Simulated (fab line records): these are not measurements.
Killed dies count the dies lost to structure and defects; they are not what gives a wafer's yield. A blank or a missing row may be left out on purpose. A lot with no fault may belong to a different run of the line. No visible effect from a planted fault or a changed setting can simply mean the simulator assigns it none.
fab line records	flow nand-harc
record: lots: 6	wafers: 18	last-day: 32
route steps=1302 shown A_CHANNEL_HOLE_D2@600 A_CHANNEL_FILL_D2@610 END@1302
lots untouched by any fault: they come from a run of this same line in which no faults occurred
start-h: the number of hours between the record's first day and the start of the first shown wafer of the lot	wait-h: time in hours since the lot's previous step	" repeats the value in the row above	L1.1+2: a single row standing in for several wafers	- value missing, or start not given	* or withheld: withheld	< > ~ a bound
route shown NAME@n: a module of which the file shows steps, and the number in the route of the first	usual: the fault-free wafers' mean and standard deviation	same: alike in all rows	chamber/n: place in a boat	sites: each site's reading	_std_site: their standard deviation	_edge_site: the outer-site mean with the inner-site mean subtracted	radius-mm: how far each site lies from the wafer's centre	mask NAME#n: copy n	behind: the most recent tool/chamber to have shaped the wafer	hold: why the lot was held/for how many hours/how that ended	device: the transistor (n, p or np) that didn't switch	end of line: tests run on the same wafers once the route is complete	a step without rows: its recipe alone	killed: the dies lost at the first sort to structure and to defects; this is not the yield of the wafer	map: shows each die of a wafer: x if killed, . if not, _ if none is there
set.NAME: the run value of the setting; set.NAME@STEP: its run value at that earlier step	model.NAME: the simulator's own value behind a step, which no gauge read
certain route steps with their lots: each step a table, each wafer a row
services: when a tool's chamber went out of use (start-h, in hours from the record's first day, below 0 if earlier), for how many hours, and the reason
== steps ==
step: NHARC_A_CHANNEL_HOLE_D2_STRIP_41
recipe: n2-flow-sccm: 150	h2-flow-sccm: 150	ar-flow-sccm: 0	bias-w: 0	chemistry: N2/H2
step: NHARC_A_CHANNEL_HOLE_D2_STRIP_42
recipe: cf4-flow-sccm: 100	chf3-flow-sccm: 30	ar-flow-sccm: 0	bias-w: 0	chemistry: CF4/CHF3
step: NHARC_A_CHANNEL_HOLE_D2_STRIP_43
recipe: o2-flow-sccm: 400	cos-flow-sccm: 20	ar-flow-sccm: 0	bias-w: 0	chemistry: O2/COS
step: NHARC_A_CHANNEL_HOLE_D2_ETCH_44
recipe: target-depth-a: 1400	overetch-a: 140	time-s: 77	ion-energy-ev: 100	cf4-flow-sccm: 80	o2-flow-sccm: 20	ar-flow-sccm: 0	rf-w: 300	bias-w: 100	chemistry: CF4/O2
usual: drypump-motor-current-A: 5.8/0.32	oes-product-au: 0.998/0.012	rf-vpp-V: 197.9/1.6	showerhead-plenum-p-Torr: 1.34/0.071	throttle-valve-pct: 13.397/0.0085
lot.wafer	tool	chamber	start-h	wait-h	drypump-motor-current-A	oes-product-au	rf-hours-counter-h	rf-vpp-V	showerhead-plenum-p-Torr	throttle-valve-pct
L683.1	rie-diel-07	3	339.90	0.1	6.1	0.994	3	198.7	1.43	13.414
L683.5	"	1	"	"	5.5	1.012	-	197.5	1.29	13.389
L683.6	"	2	"	"	5.5	1.005	-	195.1	1.24	13.388
L686.3	rie-diel-07	3	361.91	0.1	6.1	0.986	5	199.1	1.43	13.402
L686.5	"	3	"	"	6.1	0.987	-	198.6	1.43	13.394
L686.6	"	0	"	"	5.5	0.995	-	198.4	1.42	13.417
L689.2	rie-diel-07	3	385.76	0.1	6.1	0.986	6	199.4	1.43	13.384
L689.1	"	0	"	"	5.5	0.981	5	199.2	1.42	13.402
L689.5	"	2	"	"	5.5	0.998	-	195.4	1.24	13.393
L692.3	rie-diel-08	1	424.39	0.1	5.7	1.001	2	196.2	1.29	13.398
L692.4	"	0	"	"	6.1	1.009	3	199.0	1.40	13.387
L692.5	"	1	"	"	5.7	1.004	-	196.7	1.29	13.389
L701.3	rie-diel-07	1	510.18	0.0	5.5	0.985	1	198.3	1.28	13.395
L701.6	"	1	"	"	5.6	0.976	-	196.6	1.28	13.385
L701.5	"	2	"	"	5.5	0.990	-	196.9	1.24	13.403
L700.1	rie-diel-13	0	514.59	0.1	6.5	0.977	11	198.7	1.39	13.386
L700.3	"	1	"	"	6.0	1.010	10	198.9	1.42	13.397
L700.4	"	2	"	"	5.9	1.007	12	196.6	1.30	13.411
step: NHARC_A_CHANNEL_HOLE_D2_STRIP_28
recipe: o2-flow-sccm: 500	ar-flow-sccm: 0	bias-w: 0	chemistry: O2
usual: drypump-motor-current-A: 5.8/0.33	oes-product-au: 1.000/0.012	rf-vpp-V: 57.8/0.88	showerhead-plenum-p-Torr: 3.54/0.18	throttle-valve-pct: 17.036/0.0092
lot.wafer	tool	chamber	start-h	wait-h	drypump-motor-current-A	oes-product-au	rf-hours-counter-h	rf-vpp-V	showerhead-plenum-p-Torr	throttle-valve-pct
L683.1	rie-diel-07	1	-	-	5.5	1.008	2	57.6	3.40	17.035
L683.5	"	1	"	"	5.5	1.002	-	57.2	3.40	17.032
L683.6	"	2	"	"	5.5	1.006	-	57.6	3.29	17.022
L686.3	rie-diel-07	3	-	-	6.1	0.997	5	58.7	3.76	17.028
L686.6	"	2	"	"	5.5	1.015	-	56.1	3.29	17.031
L686.5	"	3	"	"	6.1	1.000	-	58.3	3.76	17.050
L689.2	rie-diel-07	0	-	-	5.5	0.993	5	58.5	3.75	17.023
L689.1	"	2	"	"	5.5	1.002	6	56.1	3.29	17.030
L689.5	"	3	"	"	6.1	0.988	-	58.9	3.76	17.039
L692.4	rie-diel-08	2	-	-	5.2	0.996	5	58.3	3.54	17.047
L692.3	"	0	"	"	6.1	1.002	3	57.8	3.70	17.045
L692.5	"	2	"	"	5.3	1.003	-	58.6	3.54	17.047
L701.3	rie-diel-07	2	-	-	5.5	0.993	1	57.9	3.29	17.032
L701.6	"	1	"	"	5.5	0.983	-	57.9	3.40	17.046
L701.5	"	2	"	"	5.5	0.999	-	57.0	3.29	17.051
L700.3	rie-diel-13	0	-	-	6.5	0.985	11	59.1	3.66	17.034
L700.4	"	1	"	"	6.0	0.997	10	57.9	3.73	17.026
L700.1	"	2	"	"	5.9	1.019	12	57.0	3.43	17.038
step: NHARC_A_CHANNEL_HOLE_D2_PRECLEAN_29
recipe: time-s: *	temp-c: 50	bath-age-min: 0	chemistry: SC1
step: NHARC_A_CHANNEL_HOLE_D2_SRD_30
step: NHARC_A_CHANNEL_HOLE_D2_CD_MEAS_31
usual: cd-nm: 90.0/1.6
lot.wafer	tool	chamber	start-h	wait-h	cd-nm
L683.1	cd-sem-01	-	340.68	-	88.8
L683.5	"	-	"	"	89.7
L683.6	"	-	"	"	89.2
L686.3	cd-sem-01	-	362.71	-	87.5
L686.5	"	-	"	"	88.7
L686.6	"	-	"	"	89.9
L689.1	cd-sem-03	-	386.53	-	88.2
L689.2	"	-	"	"	90.2
L689.5	"	-	"	"	86.9
L692.3	cd-sem-03	-	425.19	-	92.3
L692.4	"	-	"	"	93.0
L692.5	"	-	"	"	91.6
L701.3	cd-sem-01	-	510.98	-	91.6
L701.5	"	-	"	"	90.8
L701.6	"	-	"	"	90.8
L700.1	cd-sem-03	-	515.39	-	89.4
L700.3	"	-	"	"	88.1
L700.4	"	-	"	"	88.8
step: NHARC_A_CHANNEL_HOLE_D2_XSEM_32
recipe: landing-energy-ev: 35000
usual: bot-cd-nm: 74.4/1.6	bow-nm: 8.51/0.3	tilt-deg: 0.07/0.044
same: landing-energy-ev: 35000
lot.wafer	tool	chamber	start-h	wait-h	bot-cd-nm	bow-nm	tilt-deg
L683.1	xsem-01	0	340.76	0.1	73.2	8.79	0.08
L683.5	"	0	"	"	74.2	8.79	0.09
L683.6	"	0	"	"	73.3	8.81	0.08
L686.3	xsem-01	0	362.79	0.1	71.9	8.32	0.14
L686.5	"	0	"	"	72.9	8.32	0.14
L686.6	"	0	"	"	74.3	8.25	0.14
L689.1	xsem-02	0	386.62	0.1	72.5	8.21	0.00
L689.2	"	0	"	"	75.4	8.19	0.00
L689.5	"	0	"	"	72.1	8.26	0.00
L692.3	xsem-01	0	425.28	0.1	75.2	9.29	0.03
L692.4	"	0	"	"	77.5	9.33	0.03
L692.5	"	0	"	"	75.2	9.23	0.03
L701.3	xsem-01	0	511.06	0.1	75.1	8.37	0.05
L701.5	"	0	"	"	74.9	8.32	0.05
L701.6	"	0	"	"	75.1	8.29	0.05
L700.1	xsem-02	0	515.48	0.1	73.9	8.33	0.11
L700.3	"	0	"	"	72.6	8.28	0.11
L700.4	"	0	"	"	72.2	8.36	0.11
step: NHARC_A_CHANNEL_HOLE_D2_INSPECT_40
usual: raw-defect-count: 284/79
lot.wafer	tool	chamber	start-h	wait-h	raw-defect-count
L683.1	defect-inspect-01	-	340.86	-	267
L683.5	"	-	"	"	271
L683.6	"	-	"	"	402
L686.3	defect-inspect-02	-	362.88	-	349
L686.5	"	-	"	"	264
L686.6	"	-	"	"	198
L689.1	defect-inspect-02	-	386.72	-	321
L689.2	"	-	"	"	247
L689.5	"	-	"	"	281
L692.3	defect-inspect-01	-	425.37	-	120
L692.4	"	-	"	"	231
L692.5	"	-	"	"	187
L701.3	defect-inspect-02	-	511.15	-	193
L701.5	"	-	"	"	211
L701.6	"	-	"	"	276
L700.1	defect-inspect-02	-	515.58	-	201
L700.3	"	-	"	"	190
L700.4	"	-	"	"	296
step: NHARC_A_CHANNEL_FILL_D2_PRECLEAN_00
recipe: time-s: *	temp-c: 50	bath-age-min: 0	chemistry: SC1
step: NHARC_A_CHANNEL_FILL_D2_SRD_01
step: NHARC_A_CHANNEL_FILL_D2_ALD_02
recipe: target-thk-a: 60	pulse-time-s: 10	ald-cycles: 60	temp-c: 300	material: SiO2
usual: ald-cycles: 60/0	heater-power-outer-w: 259/20	heater-power-w: 467/35	precursor-pulse-height-rel: 1.001/0.021	susceptor-temp-C: 299.99/0.17
lot.wafer	tool	chamber	start-h	wait-h	ald-cycles	heater-power-outer-w	heater-power-w	precursor-pulse-height-rel	susceptor-temp-C
L683.1	ald-hk-04	2	341.20	-	60	263	471	0.994	299.94
L683.6	"	0	"	"	60	267	497	0.989	300.08
L683.5	"	1	"	"	60	247	433	1.033	300.12
L686.3	ald-hk-02	0	363.29	-	60	241	429	0.997	299.88
L686.6	"	1	"	"	60	253	447	1.009	300.00
L686.5	"	2	"	"	60	283	520	0.972	299.66
L689.1	ald-hk-02	3	386.91	-	60	227	438	0.981	300.15
L689.2	"	0	"	"	60	250	437	1.024	299.92
L689.5	"	3	"	"	60	224	430	1.028	300.04
L692.4	ald-hk-01	0	425.57	-	60	251	484	1.013	299.77
L692.3	"	3	"	"	60	271	495	0.990	299.92
L692.5	"	0	"	"	60	251	484	0.982	299.93
L701.3	ald-hk-02	2	511.34	-	-	-	-	-	-
L701.5	"	2	"	"	-	-	-	-	-
L701.6	"	3	"	"	-	-	-	-	-
L700.4	ald-hk-04	3	515.84	-	-	-	-	-	-
L700.3	"	0	"	"	-	-	-	-	-
L700.1	"	1	"	"	-	-	-	-	-
step: NHARC_A_CHANNEL_FILL_D2_ALD_03
recipe: target-thk-a: 60	pulse-time-s: 60	ald-cycles: 58	temp-c: 630	pressure-torr: 2	material: SiNx
usual: chamber-pressure-Torr: 2.000/0.0045	precursor-pulse-height-rel: 0.999/0.02	susceptor-temp-C: 629.97/0.29
same: ald-cycles: 58
lot.wafer	tool	chamber	start-h	wait-h	chamber-pressure-Torr	precursor-pulse-height-rel	susceptor-temp-C
L683.1	ald-sin-batch-01	0	-	-	2.005	0.998	629.71
L683.5	"	0	"	"	2.000	1.033	629.48
L683.6	"	0	"	"	1.997	1.016	629.67
L686.3	ald-sin-batch-01	0	-	-	2.003	1.027	-
L686.5	"	0	"	"	1.998	0.992	-
L686.6	"	0	"	"	2.003	0.994	-
L689.1	ald-sin-batch-02	0	-	-	1.996	1.001	629.93
L689.2	"	0	"	"	2.006	1.015	629.83
L689.5	"	0	"	"	2.000	1.004	630.20
L692.3	ald-sin-batch-01	0	-	-	1.999	0.973	630.14
L692.4	"	0	"	"	2.004	1.006	629.30
L692.5	"	0	"	"	2.005	1.020	629.80
L701.3	ald-sin-batch-02	0	-	-	1.994	0.990	-
L701.5	"	0	"	"	1.999	1.014	-
L701.6	"	0	"	"	1.995	1.004	-
L700.1	ald-sin-batch-02	0	-	-	2.002	0.978	630.16
L700.3	"	0	"	"	2.000	0.983	629.98
L700.4	"	0	"	"	2.000	1.042	630.11
step: NHARC_END_SORT_01
recipe: temp-c: 25
usual: killed-at-array: 58/22	killed-at-other: 1.0/1.3	killed-at-periphery: 5/3.4	killed-dies: 64/22	killed-open: 3.6/1.8	killed-short: 2.4/1.7
same: gross-dies: 677
lot.wafer	tool	chamber	start-h	wait-h	killed-at-array	killed-at-other	killed-at-periphery	killed-dies	killed-open	killed-short
L700.1	prober-01	0	771.31	2.5	674	1	2	677	2	2
L700.3	prober-01	0	772.90	3.1	677	0	0	677	3	2
L700.4	prober-01	0	773.69	3.4	672	0	5	677	7	3
L701.3	prober-02	0	773.45	3.1	671	0	6	677	2	2
L701.5	prober-02	0	775.04	3.7	668	0	9	677	4	0
L701.6	prober-02	0	775.84	4.0	674	0	3	677	5	3
killed by level:class
L700.1 A_CHANNEL_FILL_D2:area-ald=601 A_SLIT:chamber-film-flake=29 A_CHANNEL_HOLE_D2:chamber-film-flake=14 A_CHANNEL_HOLE_D1:chamber-film-flake=13 A_CONTACT:chamber-film-flake=4 A_STAIRCASE:chamber-film-flake=3 A_WL_FILL:chamber-film-flake=3 A_DECK1_JOINT:chamber-film-flake=2
L700.3 A_CHANNEL_FILL_D2:area-ald=592 A_SLIT:chamber-film-flake=30 A_CHANNEL_HOLE_D2:chamber-film-flake=23 A_CHANNEL_HOLE_D1:chamber-film-flake=12 A_WL_FILL:chamber-film-flake=5 A_CONTACT:chamber-film-flake=4 A_DECK1_JOINT:chamber-film-flake=2 A_STAIRCASE:chamber-film-flake=2
L701.3 A_CHANNEL_FILL_D2:area-ald=649 A_SLIT:chamber-film-flake=6 P_GATE:chamber-film-flake=4 A_CHANNEL_HOLE_D1:chamber-film-flake=4 A_STAIRCASE:chamber-film-flake=3 A_M1:chamber-film-flake=3 P_GATE:geometric-particle:open=1 P_M1:geometric-particle:open=1
L700.4 A_CHANNEL_FILL_D2:area-ald=589 A_SLIT:chamber-film-flake=27 A_CHANNEL_HOLE_D2:chamber-film-flake=25 A_CHANNEL_HOLE_D1:chamber-film-flake=10 A_CONTACT:chamber-film-flake=4 A_STAIRCASE:chamber-film-flake=3 A_WL_FILL:chamber-film-flake=3 P_GATE:chamber-film-flake=2
L701.5 A_CHANNEL_FILL_D2:area-ald=645 A_SLIT:chamber-film-flake=9 P_GATE:chamber-film-flake=6 A_STAIRCASE:chamber-film-flake=4 A_CHANNEL_HOLE_D1:unspecified=3 A_DECK1_JOINT:chamber-film-flake=2 P_CONTACT:geometric-particle:open=1 P_M0:geometric-particle:open=1
L701.6 A_CHANNEL_FILL_D2:area-ald=646 A_SLIT:chamber-film-flake=7 A_CONTACT:chamber-film-flake=7 P_GATE:chamber-film-flake=3 A_DECK1_JOINT:geometric-particle:open=2 A_ONON_D2:geometric-particle:open=2 A_CHANNEL_HOLE_D2:chamber-film-flake=2 A_ONON_D2:geometric-particle:short=1
map L700.1 (x killed, . not)
____________x____________
_________xxxxxxx_________
_______xxxxxxxxxxx_______
______xxxxxxxxxxxxx______
_____xxxxxxxxxxxxxxx_____
____xxxxxxxxxxxxxxxxx____
____xxxxxxxxxxxxxxxxx____
___xxxxxxxxxxxxxxxxxxx___
___xxxxxxxxxxxxxxxxxxx___
__xxxxxxxxxxxxxxxxxxxxx__
__xxxxxxxxxxxxxxxxxxxxx__
_xxxxxxxxxxxxxxxxxxxxxxx_
_xxxxxxxxxxxxxxxxxxxxxxx_
_xxxxxxxxxxxxxxxxxxxxxxx_
_xxxxxxxxxxxxxxxxxxxxxxx_
_xxxxxxxxxxxxxxxxxxxxxxx_
xxxxxxxxxxxxxxxxxxxxxxxxx
xxxxxxxxxxxxxxxxxxxxxxxxx
xxxxxxxxxxxxxxxxxxxxxxxxx
xxxxxxxxxxxxxxxxxxxxxxxxx
xxxxxxxxxxxxxxxxxxxxxxxxx
_xxxxxxxxxxxxxxxxxxxxxxx_
_xxxxxxxxxxxxxxxxxxxxxxx_
_xxxxxxxxxxxxxxxxxxxxxxx_
_xxxxxxxxxxxxxxxxxxxxxxx_
_xxxxxxxxxxxxxxxxxxxxxxx_
__xxxxxxxxxxxxxxxxxxxxx__
__xxxxxxxxxxxxxxxxxxxxx__
___xxxxxxxxxxxxxxxxxxx___
___xxxxxxxxxxxxxxxxxxx___
____xxxxxxxxxxxxxxxxx____
____xxxxxxxxxxxxxxxxx____
_____xxxxxxxxxxxxxxx_____
______xxxxxxxxxxxxx______
_______xxxxxxxxxxx_______
_________xxxxxxx_________
____________x____________
map L701.3 (x killed, . not)
____________x____________
_________xxxxxxx_________
_______xxxxxxxxxxx_______
______xxxxxxxxxxxxx______
_____xxxxxxxxxxxxxxx_____
____xxxxxxxxxxxxxxxxx____
____xxxxxxxxxxxxxxxxx____
___xxxxxxxxxxxxxxxxxxx___
___xxxxxxxxxxxxxxxxxxx___
__xxxxxxxxxxxxxxxxxxxxx__
__xxxxxxxxxxxxxxxxxxxxx__
_xxxxxxxxxxxxxxxxxxxxxxx_
_xxxxxxxxxxxxxxxxxxxxxxx_
_xxxxxxxxxxxxxxxxxxxxxxx_
_xxxxxxxxxxxxxxxxxxxxxxx_
_xxxxxxxxxxxxxxxxxxxxxxx_
xxxxxxxxxxxxxxxxxxxxxxxxx
xxxxxxxxxxxxxxxxxxxxxxxxx
xxxxxxxxxxxxxxxxxxxxxxxxx
xxxxxxxxxxxxxxxxxxxxxxxxx
xxxxxxxxxxxxxxxxxxxxxxxxx
_xxxxxxxxxxxxxxxxxxxxxxx_
_xxxxxxxxxxxxxxxxxxxxxxx_
_xxxxxxxxxxxxxxxxxxxxxxx_
_xxxxxxxxxxxxxxxxxxxxxxx_
_xxxxxxxxxxxxxxxxxxxxxxx_
__xxxxxxxxxxxxxxxxxxxxx__
__xxxxxxxxxxxxxxxxxxxxx__
___xxxxxxxxxxxxxxxxxxx___
___xxxxxxxxxxxxxxxxxxx___
____xxxxxxxxxxxxxxxxx____
____xxxxxxxxxxxxxxxxx____
_____xxxxxxxxxxxxxxx_____
______xxxxxxxxxxxxx______
_______xxxxxxxxxxx_______
_________xxxxxxx_________
____________x____________
== services ==
tool	chamber	start-h	hours	kind
rie-diel-07	0	327.82	-	clean
rie-diel-07	1	327.82	-	clean
rie-diel-07	2	327.82	-	clean
rie-diel-07	3	327.82	-	clean
rie-diel-07	-	328.96	0.3	repair
rie-diel-13	-	342.04	9.0	pm
rie-diel-07	0	352.32	-	clean
rie-diel-07	1	352.32	-	clean
rie-diel-07	2	352.32	-	clean
rie-diel-07	3	352.32	-	clean
rie-diel-08	-	367.80	9.0	pm
xsem-01	-	374.00	14.0	pm
rie-diel-08	1	411.95	7.0	repair
rie-diel-08	0	417.55	2.6	repair
rie-diel-07	-	421.69	0.1	repair
ald-sin-batch-02	-	425.26	3.8	repair
ald-hk-04	-	435.87	10.0	pm
rie-diel-13	1	445.13	20.7	repair
ald-hk-04	-	448.93	2.0	repair
rie-diel-07	-	471.32	9.0	pm
ald-hk-01	-	480.27	10.0	pm
rie-diel-13	2	505.23	4.4	repair
ald-sin-batch-01	-	506.87	26.0	pm
rie-diel-13	-	519.04	9.0	pm
== key ==
first-sign: step: NHARC_A_CHANNEL_FILL_D2_ALD_02	reading: tool-record	direction: missing
effect: step: NHARC_END_SORT_01	reading: killed-at-array	direction: up	sigmas: 28	usual: 58	struck: 673
more-kills-born-at: NHARC_A_CHANNEL_FILL_D2_ALD_02@ald-hk-02: 1938	NHARC_A_CHANNEL_FILL_D2_ALD_02@ald-hk-04: 1782
met-at NHARC_A_CHANNEL_FILL_D2_ALD_02
struck-wafers L700.1,L700.3,L700.4,L701.3,L701.5,L701.6
later-rows-left-out L700.1,L700.3,L700.4,L701.3,L701.5,L701.6
tester-left-out L700,L701
onset-between 386.91 511.34
fault: kind: skipped-step-whole	tool: ald-hk-02,ald-hk-04	chamber: -	onset-h: 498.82	steps: NHARC_A_CHANNEL_FILL_D2_ALD_02	scope: struck-lots-only
tester-left-out: of these lots the tester's yield and bins aren't shown, on N5 and GAA mostly nor the transistor test; their killed dies are dies lost to structure and defects alone, not to doping, threshold or leakage, so they don't give the yield
later-rows-left-out: the simulator's readings of these wafers behind a module that went badly wrong aren't trusted and aren't shown, but for the sort
